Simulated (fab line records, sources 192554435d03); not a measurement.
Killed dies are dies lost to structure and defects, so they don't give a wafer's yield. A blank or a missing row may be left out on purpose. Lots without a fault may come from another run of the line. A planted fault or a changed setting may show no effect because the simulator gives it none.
A struck lot beside a sound one | flow n5_finfet | 17 steps out of a route of 1938
Sound: wafers L904.3, L904.4, L904.6. Struck: wafer L895.3. (L895.4 of the same lot was not struck and is left out.) The cause comes at the end.
At each step with rows: each side's tool, then ch and its chambers, then its first start. Under that, the readings that differ: sound wafers | struck wafers | difference of the means | sigmas: that difference in standard deviations of wafers without a fault.
alike: readings whose means differ by less than 2 such deviations, and words and numbers that are the same on both sides. not compared: withheld readings, readings that some wafer has no value for, bounds like >300 that may hide the same value, and numbers for which the record gives no deviation and whose values overlap.
The two part at a step that has a row with sigmas, a row that says differs or no value, or rows on one side only. Numbers that don't overlap but have no deviation are shown without sigmas and don't part them. A reading that every wafer of one side lacks parts them only if that side has two wafers or more.

first, 4 steps without rows for these wafers: N5_BEOL_M7_HM_STRIP_39 (strips TiN in peroxide tin strip, target depth 25 nm, time 158 s); N5_BEOL_M7_SRD_40 (time 30 s); N5_BEOL_M7_PRECLEAN_42 (cleans in residue remover, time 60 s); N5_BEOL_M7_SRD_43 (time 30 s).
N5_BEOL_M7_CD_MEAS_35: target cd 40 nm.
  sound on cd_sem-02, day 17 11:40; struck on cd_sem-03, day 17 00:42
  alike: cd_nm
then, 1 step without rows for these wafers: N5_BEOL_M7_CURE_75 (cures SiCOH lowk, time 120 s).
N5_BEOL_M7_DEGAS_44: time 60 s.
  sound on pvd_sputter-01, day 17 12:08; struck on pvd_sputter-01, day 17 01:46
  alike: heater_power_w
N5_BEOL_M7_PRE_CLEAN_45: time 30 s.
  sound on pvd_sputter-01, day 17 12:10; struck on pvd_sputter-01, day 17 01:48
  alike: heater_power_w
then, 1 step without rows for these wafers: N5_BEOL_M7_ALD_77 (deposits TaN, target thk 2 nm, pulse time 2 s, purge time 3 s).
N5_BEOL_M7_SURFACE_TREAT_79:
  sound on pvd_sputter-02, day 17 12:44; struck on pvd_sputter-01, day 17 03:48
  not compared: pressure_mtorr, throttle_valve_pct
then, 1 step without rows for these wafers: N5_BEOL_M7_CVD_78 (deposits Co from CCTBA/H2, target thk 2 nm, time 142.3 s).
N5_BEOL_M7_SPUTTER_48: material Cu, target thk 10 nm, time 1.667 s.
  sound on pvd_sputter-02, day 17 12:59; struck on pvd_sputter-01, day 17 04:13
  reading                | sound          | struck | difference | sigmas
  throttle_valve_pct (%) | 30.5 29.6 29.9 | 31.2   | +1.2       | +2
  alike: cathode_dc_power_W
N5_BEOL_M7_ECD_50: material Cu, target thk 300 nm.
  sound on ecd_cu-02 ch 0,1, day 17 13:07; struck on ecd_cu-01 ch 1, day 17 04:22
  reading                                | sound             | struck | difference | sigmas
  model.Cu_of_BEOL_M7_ECD_50.thk_nm (nm) | 297.2 298.8 302.2 | 203.8  | -95.6      |
N5_BEOL_M7_ANNEAL_51: time 90 s.
  sound on rtp_anneal-02 ch 0, day 17 13:40; struck on rtp_anneal-02 ch 0, day 17 04:36
  alike: wafer_temp_C_max
N5_BEOL_M7_CMP_52: polishes, stops on SiCOH lowk, t overpolish 6.9 s, target thk 80 nm.
  sound on cmp-02 ch 1,3, day 17 13:53; struck on cmp-01 ch 1, day 17 04:51
  reading                | sound    | struck | difference | sigmas
  time_to_endpoint_s (s) | 61 60 66 | 39     | -23        | -7
  alike: motor_current_A
  not compared: pad_life_wafers
N5_BEOL_M7_THK_MEAS_53: measures by xrf.
  sound on film_metro-02, day 17 14:11; struck on film_metro-02, day 17 05:07
  alike: M7_THK
N5_PASSIVATION_PROBE_49:
  the record has rows for the sound wafers here (prober-02, day 20 23:08) and none for the struck ones

WHERE THEY PART
First at N5_BEOL_M7_SPUTTER_48; last, within this record, at N5_PASSIVATION_PROBE_49.

WHY: what the simulator had put in
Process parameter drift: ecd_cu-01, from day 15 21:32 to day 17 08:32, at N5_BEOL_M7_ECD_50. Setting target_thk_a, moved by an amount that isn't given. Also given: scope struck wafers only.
